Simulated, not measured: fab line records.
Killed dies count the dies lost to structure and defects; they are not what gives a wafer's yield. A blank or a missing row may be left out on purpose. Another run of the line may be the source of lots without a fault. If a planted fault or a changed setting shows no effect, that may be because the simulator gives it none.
fab line records || flow nand_harc
record {"lots": 6, "wafers": 18, "last_day": 25}
route steps=1159 shown A_ZERO_WELL@412 A_SOURCE_PLATE@413 A_ONON_D1@424 END@1159
lots untouched by any fault: they come from a run of this same line in which no faults occurred
start_h: start of the lot's first displayed wafer, in hours after the record's first day || wait_h: hours elapsed since this lot's preceding step || " the same as in the row above || L1.1+2: one row covering several wafers at once || - no value, or no start given || * or withheld: withheld || < > ~ a bound
route shown NAME@n: NAME is a module with steps in the file, n the number in the route of the first one || usual: mean/standard deviation of fault-free wafers || same: alike in all rows || chamber/n: place in a boat || sites: the reading at each site || _std_site: how widely they spread, as a standard deviation || _edge_site: mean of outer sites minus mean of inner sites || radius_mm: how far each site lies from the wafer's centre || mask NAME#n: copy n || behind: the tool/chamber that last shaped the wafer || hold: why the lot was held/for how many hours/how that ended || device: transistor that didn't switch, given as n, p or np || end of line: tests run on the same wafers once the route is complete || a step with no rows: only its recipe || killed: at the first sort, the dies lost to defects and structure; wafer yield is something else || map: a wafer's dies, x killed, . not, _ none there
set.NAME: the setting the step ran with; set.NAME@STEP: the setting that earlier step ran with || model.NAME: the simulator's own value behind a step, which no gauge read
lots at selected steps of the route; one table per step, one row per wafer
services: a tool's chamber out of use, with start hour (start_h, from the record's first day; less than 0 if before it), hours out, and reason
## steps
# step NHARC_A_ZERO_WELL_INSPECT_17
# usual {"raw_defect_count": "10/4.9"}
{"lot.wafer": "L810.4", "tool": "defect_inspect-01", "chamber": "-", "start_h": 145.73, "wait_h": 0.1, "raw_defect_count": 11}
{"lot.wafer": "L810.5", "tool": "defect_inspect-01", "chamber": "-", "start_h": 145.73, "wait_h": 0.1, "raw_defect_count": 5}
{"lot.wafer": "L810.6", "tool": "defect_inspect-01", "chamber": "-", "start_h": 145.73, "wait_h": 0.1, "raw_defect_count": 11}
{"lot.wafer": "L819.3", "tool": "defect_inspect-02", "chamber": "-", "start_h": 187.66, "wait_h": 0.1, "raw_defect_count": 12}
{"lot.wafer": "L819.4", "tool": "defect_inspect-02", "chamber": "-", "start_h": 187.66, "wait_h": 0.1, "raw_defect_count": 6}
{"lot.wafer": "L819.6", "tool": "defect_inspect-02", "chamber": "-", "start_h": 187.66, "wait_h": 0.1, "raw_defect_count": 11}
{"lot.wafer": "L821.2", "tool": "defect_inspect-02", "chamber": "-", "start_h": 213.38, "wait_h": 0.1, "raw_defect_count": 10}
{"lot.wafer": "L821.3", "tool": "defect_inspect-02", "chamber": "-", "start_h": 213.38, "wait_h": 0.1, "raw_defect_count": 4}
{"lot.wafer": "L821.5", "tool": "defect_inspect-02", "chamber": "-", "start_h": 213.38, "wait_h": 0.1, "raw_defect_count": 7}
{"lot.wafer": "L827.4", "tool": "defect_inspect-01", "chamber": "-", "start_h": 237.77, "wait_h": 0.1, "raw_defect_count": 3}
{"lot.wafer": "L827.5", "tool": "defect_inspect-01", "chamber": "-", "start_h": 237.77, "wait_h": 0.1, "raw_defect_count": 6}
{"lot.wafer": "L827.6", "tool": "defect_inspect-01", "chamber": "-", "start_h": 237.77, "wait_h": 0.1, "raw_defect_count": 4}
{"lot.wafer": "L829.2", "tool": "defect_inspect-01", "chamber": "-", "start_h": 249.40, "wait_h": 0.1, "raw_defect_count": 12}
{"lot.wafer": "L829.4", "tool": "defect_inspect-01", "chamber": "-", "start_h": 249.40, "wait_h": 0.1, "raw_defect_count": 5}
{"lot.wafer": "L829.5", "tool": "defect_inspect-01", "chamber": "-", "start_h": 249.40, "wait_h": 0.1, "raw_defect_count": 11}
{"lot.wafer": "L833.1", "tool": "defect_inspect-02", "chamber": "-", "start_h": 271.64, "wait_h": 0.2, "raw_defect_count": 11}
{"lot.wafer": "L833.2", "tool": "defect_inspect-02", "chamber": "-", "start_h": 271.64, "wait_h": 0.2, "raw_defect_count": 9}
{"lot.wafer": "L833.5", "tool": "defect_inspect-02", "chamber": "-", "start_h": 271.64, "wait_h": 0.2, "raw_defect_count": 11}
# step NHARC_A_SOURCE_PLATE_PRECLEAN_00
# recipe {"time_s": 60, "chemistry": "HF-LAST"}
# step NHARC_A_SOURCE_PLATE_SRD_01
# step NHARC_A_SOURCE_PLATE_OXIDE_02
# recipe {"target_thk_a": 100, "temp_c": 900, "ox_time_s": 1362, "material": "SiO2"}
# step NHARC_A_SOURCE_PLATE_THK_MEAS_09
# recipe {"thk_meas_gauge": "ellipsometry"}
# usual {"thk_nm": "9.7/1.1"}
{"lot.wafer": "L810.4", "tool": "film_metro-02", "chamber": "-", "start_h": 153.13, "wait_h": 0.4, "thk_nm": 9.6}
{"lot.wafer": "L810.5", "tool": "film_metro-02", "chamber": "-", "start_h": 153.13, "wait_h": 0.4, "thk_nm": 10.0}
{"lot.wafer": "L810.6", "tool": "film_metro-02", "chamber": "-", "start_h": 153.13, "wait_h": 0.4, "thk_nm": 8.2}
{"lot.wafer": "L819.3", "tool": "film_metro-02", "chamber": "-", "start_h": 195.12, "wait_h": 0.4, "thk_nm": 10.9}
{"lot.wafer": "L819.4", "tool": "film_metro-02", "chamber": "-", "start_h": 195.12, "wait_h": 0.4, "thk_nm": 11.4}
{"lot.wafer": "L819.6", "tool": "film_metro-02", "chamber": "-", "start_h": 195.12, "wait_h": 0.4, "thk_nm": 6.1}
{"lot.wafer": "L821.2", "tool": "film_metro-01", "chamber": "-", "start_h": 220.32, "wait_h": 0.4, "thk_nm": 10.5}
{"lot.wafer": "L821.3", "tool": "film_metro-01", "chamber": "-", "start_h": 220.32, "wait_h": 0.4, "thk_nm": 9.7}
{"lot.wafer": "L821.5", "tool": "film_metro-01", "chamber": "-", "start_h": 220.32, "wait_h": 0.4, "thk_nm": 11.0}
{"lot.wafer": "L827.4", "tool": "film_metro-02", "chamber": "-", "start_h": 245.20, "wait_h": 0.4, "thk_nm": 9.3}
{"lot.wafer": "L827.5", "tool": "film_metro-02", "chamber": "-", "start_h": 245.20, "wait_h": 0.4, "thk_nm": 10.7}
{"lot.wafer": "L827.6", "tool": "film_metro-02", "chamber": "-", "start_h": 245.20, "wait_h": 0.4, "thk_nm": 7.5}
{"lot.wafer": "L829.2", "tool": "film_metro-02", "chamber": "-", "start_h": 256.87, "wait_h": 0.4, "thk_nm": 9.5}
{"lot.wafer": "L829.4", "tool": "film_metro-02", "chamber": "-", "start_h": 256.87, "wait_h": 0.4, "thk_nm": 9.2}
{"lot.wafer": "L829.5", "tool": "film_metro-02", "chamber": "-", "start_h": 256.87, "wait_h": 0.4, "thk_nm": 10.9}
{"lot.wafer": "L833.1", "tool": "film_metro-02", "chamber": "-", "start_h": 279.14, "wait_h": 0.4, "thk_nm": 9.1}
{"lot.wafer": "L833.2", "tool": "film_metro-02", "chamber": "-", "start_h": 279.14, "wait_h": 0.4, "thk_nm": 10.8}
{"lot.wafer": "L833.5", "tool": "film_metro-02", "chamber": "-", "start_h": 279.14, "wait_h": 0.4, "thk_nm": 11.3}
# step NHARC_A_SOURCE_PLATE_PVD_04
# recipe {"target_thk_a": 500, "material": "WSi2"}
# step NHARC_A_SOURCE_PLATE_CVD_03
# recipe {"target_thk_a": 2000, "temp_c": 620, "pressure_mtorr": 200, "time_s": 4000, "material": "poly-Si"}
# step NHARC_A_SOURCE_PLATE_ANNEAL_05
# recipe {"temp_c": 850, "time_s": 1800}
# step NHARC_A_SOURCE_PLATE_THK_MEAS_06
# recipe {"thk_meas_gauge": "ellipsometry"}
# usual {"thk_nm": "200.5/2.2"}
{"lot.wafer": "L810.4", "tool": "film_metro-02", "chamber": "-", "start_h": 166.22, "wait_h": 0.4, "thk_nm": 197.3}
{"lot.wafer": "L810.5", "tool": "film_metro-02", "chamber": "-", "start_h": 166.22, "wait_h": 0.4, "thk_nm": 200.4}
{"lot.wafer": "L810.6", "tool": "film_metro-02", "chamber": "-", "start_h": 166.22, "wait_h": 0.4, "thk_nm": 201.4}
{"lot.wafer": "L819.3", "tool": "film_metro-02", "chamber": "-", "start_h": 210.19, "wait_h": 0.4, "thk_nm": 198.1}
{"lot.wafer": "L819.4", "tool": "film_metro-02", "chamber": "-", "start_h": 210.19, "wait_h": 0.4, "thk_nm": 201.4}
{"lot.wafer": "L819.6", "tool": "film_metro-02", "chamber": "-", "start_h": 210.19, "wait_h": 0.4, "thk_nm": 202.1}
{"lot.wafer": "L821.2", "tool": "film_metro-02", "chamber": "-", "start_h": 233.42, "wait_h": 0.4, "thk_nm": 194.9}
{"lot.wafer": "L821.3", "tool": "film_metro-02", "chamber": "-", "start_h": 233.42, "wait_h": 0.4, "thk_nm": 194.6}
{"lot.wafer": "L821.5", "tool": "film_metro-02", "chamber": "-", "start_h": 233.42, "wait_h": 0.4, "thk_nm": 198.8}
{"lot.wafer": "L827.4", "tool": "film_metro-02", "chamber": "-", "start_h": 259.30, "wait_h": 0.4, "thk_nm": 200.3}
{"lot.wafer": "L827.5", "tool": "film_metro-02", "chamber": "-", "start_h": 259.30, "wait_h": 0.4, "thk_nm": 201.6}
{"lot.wafer": "L827.6", "tool": "film_metro-02", "chamber": "-", "start_h": 259.30, "wait_h": 0.4, "thk_nm": 200.4}
{"lot.wafer": "L829.2", "tool": "film_metro-02", "chamber": "-", "start_h": 271.75, "wait_h": 0.4, "thk_nm": 205.6}
{"lot.wafer": "L829.4", "tool": "film_metro-02", "chamber": "-", "start_h": 271.75, "wait_h": 0.4, "thk_nm": 202.8}
{"lot.wafer": "L829.5", "tool": "film_metro-02", "chamber": "-", "start_h": 271.75, "wait_h": 0.4, "thk_nm": 203.3}
{"lot.wafer": "L833.1", "tool": "film_metro-01", "chamber": "-", "start_h": 291.94, "wait_h": 0.4, "thk_nm": 198.9}
{"lot.wafer": "L833.2", "tool": "film_metro-01", "chamber": "-", "start_h": 291.94, "wait_h": 0.4, "thk_nm": 199.0}
{"lot.wafer": "L833.5", "tool": "film_metro-01", "chamber": "-", "start_h": 291.94, "wait_h": 0.4, "thk_nm": 199.2}
# step NHARC_A_SOURCE_PLATE_INSPECT_08
# usual {"raw_defect_count": "61/25"}
{"lot.wafer": "L810.4", "tool": "defect_inspect-02", "chamber": "-", "start_h": 166.28, "wait_h": 0.0, "raw_defect_count": 128}
{"lot.wafer": "L810.5", "tool": "defect_inspect-02", "chamber": "-", "start_h": 166.28, "wait_h": 0.0, "raw_defect_count": 70}
{"lot.wafer": "L810.6", "tool": "defect_inspect-02", "chamber": "-", "start_h": 166.28, "wait_h": 0.0, "raw_defect_count": 142}
{"lot.wafer": "L819.3", "tool": "defect_inspect-02", "chamber": "-", "start_h": 210.27, "wait_h": 0.0, "raw_defect_count": 44}
{"lot.wafer": "L819.4", "tool": "defect_inspect-02", "chamber": "-", "start_h": 210.27, "wait_h": 0.0, "raw_defect_count": 34}
{"lot.wafer": "L819.6", "tool": "defect_inspect-02", "chamber": "-", "start_h": 210.27, "wait_h": 0.0, "raw_defect_count": 44}
{"lot.wafer": "L821.2", "tool": "defect_inspect-01", "chamber": "-", "start_h": 233.49, "wait_h": 0.0, "raw_defect_count": 37}
{"lot.wafer": "L821.3", "tool": "defect_inspect-01", "chamber": "-", "start_h": 233.49, "wait_h": 0.0, "raw_defect_count": 72}
{"lot.wafer": "L821.5", "tool": "defect_inspect-01", "chamber": "-", "start_h": 233.49, "wait_h": 0.0, "raw_defect_count": 91}
{"lot.wafer": "L827.4", "tool": "defect_inspect-01", "chamber": "-", "start_h": 259.37, "wait_h": 0.0, "raw_defect_count": 78}
{"lot.wafer": "L827.5", "tool": "defect_inspect-01", "chamber": "-", "start_h": 259.37, "wait_h": 0.0, "raw_defect_count": 74}
{"lot.wafer": "L827.6", "tool": "defect_inspect-01", "chamber": "-", "start_h": 259.37, "wait_h": 0.0, "raw_defect_count": 56}
{"lot.wafer": "L829.2", "tool": "defect_inspect-01", "chamber": "-", "start_h": 271.82, "wait_h": 0.0, "raw_defect_count": 88}
{"lot.wafer": "L829.4", "tool": "defect_inspect-01", "chamber": "-", "start_h": 271.82, "wait_h": 0.0, "raw_defect_count": 49}
{"lot.wafer": "L829.5", "tool": "defect_inspect-01", "chamber": "-", "start_h": 271.82, "wait_h": 0.0, "raw_defect_count": 23}
{"lot.wafer": "L833.1", "tool": "defect_inspect-01", "chamber": "-", "start_h": 292.04, "wait_h": 0.0, "raw_defect_count": 63}
{"lot.wafer": "L833.2", "tool": "defect_inspect-01", "chamber": "-", "start_h": 292.04, "wait_h": 0.0, "raw_defect_count": 63}
{"lot.wafer": "L833.5", "tool": "defect_inspect-01", "chamber": "-", "start_h": 292.04, "wait_h": 0.0, "raw_defect_count": 92}
# step NHARC_A_ONON_D1_DEP_00
# recipe {"target_thk_a": 10000, "n2_flow_sccm": 2750, "n2o_flow_sccm": 2000, "nh3_flow_sccm": 500, "sih4_flow_sccm": 210, "temp_c": 400}
{"lot.wafer": "L810.4+5+6", "tool": "pecvd_onon-01", "chamber": 0, "start_h": 166.52, "wait_h": 0.2}
{"lot.wafer": "L819.3+4+6", "tool": "pecvd_onon-02", "chamber": 0, "start_h": 210.45, "wait_h": 0.2}
{"lot.wafer": "L821.2+3+5", "tool": "pecvd_onon-02", "chamber": 0, "start_h": 233.61, "wait_h": 0.1}
{"lot.wafer": "L827.4+5+6", "tool": "pecvd_onon-03", "chamber": 0, "start_h": 259.61, "wait_h": 0.2}
{"lot.wafer": "L829.2+4+5", "tool": "pecvd_onon-03", "chamber": 0, "start_h": 271.94, "wait_h": 0.1}
{"lot.wafer": "L833.1+2+5", "tool": "pecvd_onon-03", "chamber": 0, "start_h": 292.11, "wait_h": 0.1}
# step NHARC_A_ONON_D1_THK_MEAS_02
# recipe {"thk_meas_gauge": "ellipsometry"}
# usual {"thk_nm": "1001/9.7"}
{"lot.wafer": "L810.4", "tool": "film_metro-02", "chamber": "-", "start_h": 166.85, "wait_h": "-", "thk_nm": 992}
{"lot.wafer": "L810.5", "tool": "film_metro-02", "chamber": "-", "start_h": 166.85, "wait_h": "-", "thk_nm": 993}
{"lot.wafer": "L810.6", "tool": "film_metro-02", "chamber": "-", "start_h": 166.85, "wait_h": "-", "thk_nm": 992}
{"lot.wafer": "L819.3", "tool": "film_metro-01", "chamber": "-", "start_h": 210.85, "wait_h": "-", "thk_nm": 922}
{"lot.wafer": "L819.4", "tool": "film_metro-01", "chamber": "-", "start_h": 210.85, "wait_h": "-", "thk_nm": 920}
{"lot.wafer": "L819.6", "tool": "film_metro-01", "chamber": "-", "start_h": 210.85, "wait_h": "-", "thk_nm": 922}
{"lot.wafer": "L821.2", "tool": "film_metro-01", "chamber": "-", "start_h": 234.07, "wait_h": "-", "thk_nm": 904}
{"lot.wafer": "L821.3", "tool": "film_metro-01", "chamber": "-", "start_h": 234.07, "wait_h": "-", "thk_nm": 905}
{"lot.wafer": "L821.5", "tool": "film_metro-01", "chamber": "-", "start_h": 234.07, "wait_h": "-", "thk_nm": 906}
{"lot.wafer": "L827.4", "tool": "film_metro-01", "chamber": "-", "start_h": 259.94, "wait_h": "-", "thk_nm": 995}
{"lot.wafer": "L827.5", "tool": "film_metro-01", "chamber": "-", "start_h": 259.94, "wait_h": "-", "thk_nm": 996}
{"lot.wafer": "L827.6", "tool": "film_metro-01", "chamber": "-", "start_h": 259.94, "wait_h": "-", "thk_nm": 996}
{"lot.wafer": "L829.2", "tool": "film_metro-01", "chamber": "-", "start_h": 272.39, "wait_h": "-", "thk_nm": 996}
{"lot.wafer": "L829.4", "tool": "film_metro-01", "chamber": "-", "start_h": 272.39, "wait_h": "-", "thk_nm": 994}
{"lot.wafer": "L829.5", "tool": "film_metro-01", "chamber": "-", "start_h": 272.39, "wait_h": "-", "thk_nm": 996}
{"lot.wafer": "L833.1", "tool": "film_metro-02", "chamber": "-", "start_h": 292.62, "wait_h": "-", "thk_nm": 1002}
{"lot.wafer": "L833.2", "tool": "film_metro-02", "chamber": "-", "start_h": 292.62, "wait_h": "-", "thk_nm": 1001}
{"lot.wafer": "L833.5", "tool": "film_metro-02", "chamber": "-", "start_h": 292.62, "wait_h": "-", "thk_nm": 1002}
# step NHARC_A_ONON_D1_DEP_03
# recipe {"target_thk_a": 10000, "n2_flow_sccm": 2750, "n2o_flow_sccm": 2000, "nh3_flow_sccm": 500, "sih4_flow_sccm": 210, "temp_c": 400}
# step NHARC_END_SORT_01
# recipe {"temp_c": 25}
# usual {"killed_at_array": "26/9.1", "killed_at_other": "0.7/0.9", "killed_at_periphery": "3.6/2.8", "killed_dies": "30/9.2", "killed_open": "3.0/1.9", "killed_short": "2.0/1.4"}
# same {"gross_dies": 677}
{"lot.wafer": "L821.3", "tool": "prober-02", "chamber": 0, "start_h": 538.97, "wait_h": 3.1, "killed_at_array": 49, "killed_at_other": 1, "killed_at_periphery": 2, "killed_dies": 52, "killed_open": 1, "killed_short": 2}
{"lot.wafer": "L827.4", "tool": "prober-02", "chamber": 0, "start_h": 556.29, "wait_h": 3.4, "killed_at_array": 25, "killed_at_other": 1, "killed_at_periphery": 6, "killed_dies": 32, "killed_open": 2, "killed_short": 1}
{"lot.wafer": "L827.5", "tool": "prober-02", "chamber": 0, "start_h": 557.07, "wait_h": 3.7, "killed_at_array": 35, "killed_at_other": 1, "killed_at_periphery": 5, "killed_dies": 41, "killed_open": 7, "killed_short": 3}
{"lot.wafer": "L827.6", "tool": "prober-02", "chamber": 0, "start_h": 557.86, "wait_h": 3.9, "killed_at_array": 28, "killed_at_other": 1, "killed_at_periphery": 1, "killed_dies": 30, "killed_open": 3, "killed_short": 1}
# killed by level:class
L821.3 A_CHANNEL_HOLE_D1:chamber_film_flake=29 A_SLIT:chamber_film_flake=9 A_CONTACT:chamber_film_flake=6 A_STAIRCASE:chamber_film_flake=2 P_CONTACT:geometric_particle:short=1 A_CHANNEL_FILL_D1:geometric_particle:short=1 A_M1:geometric_particle:open=1 P_STI:chamber_film_flake=1
L827.4 A_SLIT:chamber_film_flake=12 A_CHANNEL_HOLE_D1:chamber_film_flake=7 P_GATE:chamber_film_flake=4 A_CONTACT:chamber_film_flake=3 A_ONON_D1:geometric_particle:open=1 A_CHANNEL_FILL_D1:geometric_particle:short=1 A_CONTACT:geometric_particle:open=1 P_STI:chamber_film_flake=1
L827.5 A_SLIT:chamber_film_flake=15 A_CONTACT:chamber_film_flake=8 A_CHANNEL_HOLE_D1:chamber_film_flake=4 A_CHANNEL_FILL_D1:geometric_particle:open=2 A_CONTACT:geometric_particle:open=2 P_GATE:chamber_film_flake=2 P_M1:geometric_particle:short=1 A_SLIT:geometric_particle:open=1
L827.6 A_SLIT:chamber_film_flake=15 A_CONTACT:chamber_film_flake=6 A_CHANNEL_HOLE_D1:chamber_film_flake=4 A_CHANNEL_FILL_D1:geometric_particle:open=1 A_WL_FILL:geometric_particle:open=1 A_CONTACT:geometric_particle:short=1 THIN_TSV:geometric_particle:open=1 P_STI:chamber_film_flake=1
## services
{"tool": "pecvd_onon-01", "chamber": "-", "start_h": 151.70, "hours": 11.3, "kind": "repair"}
{"tool": "pecvd_onon-03", "chamber": "-", "start_h": 153.26, "hours": 13.0, "kind": "pm"}
{"tool": "pecvd_onon-01", "chamber": "-", "start_h": 195.00, "hours": 13.0, "kind": "pm"}
{"tool": "pecvd_onon-02", "chamber": "-", "start_h": 207.52, "hours": 1.5, "kind": "repair"}
{"tool": "pecvd_onon-02", "chamber": "-", "start_h": 292.10, "hours": 13.0, "kind": "pm"}
## key
first_sign {"step": "NHARC_A_ONON_D1_THK_MEAS_02", "reading": "thk_nm", "direction": "down", "sigmas": 9, "usual": 1001, "struck": 913}
effect none on later readings
met_at NHARC_A_ONON_D1_DEP_00
struck_wafers L819.3,L819.4,L819.6,L821.2,L821.3,L821.5
tester_left_out L819,L821
fault {"kind": "site_profile_drift", "tool": "pecvd_onon-02", "chamber": "-", "onset_h": 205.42, "steps": "NHARC_A_ONON_D1_DEP_00", "basis": "fraction", "max_abs_drift": 0.19111, "slope_share_per_hr": 95.556, "site_pattern": "0,0,0,0,0,-1,-1,-1,-1"}
# tester_left_out: of these lots the tester's yield and bins aren't shown, on N5 and GAA mostly nor the transistor test; their killed dies are dies lost to structure and defects alone, not to doping, threshold or leakage, so they don't give the yield
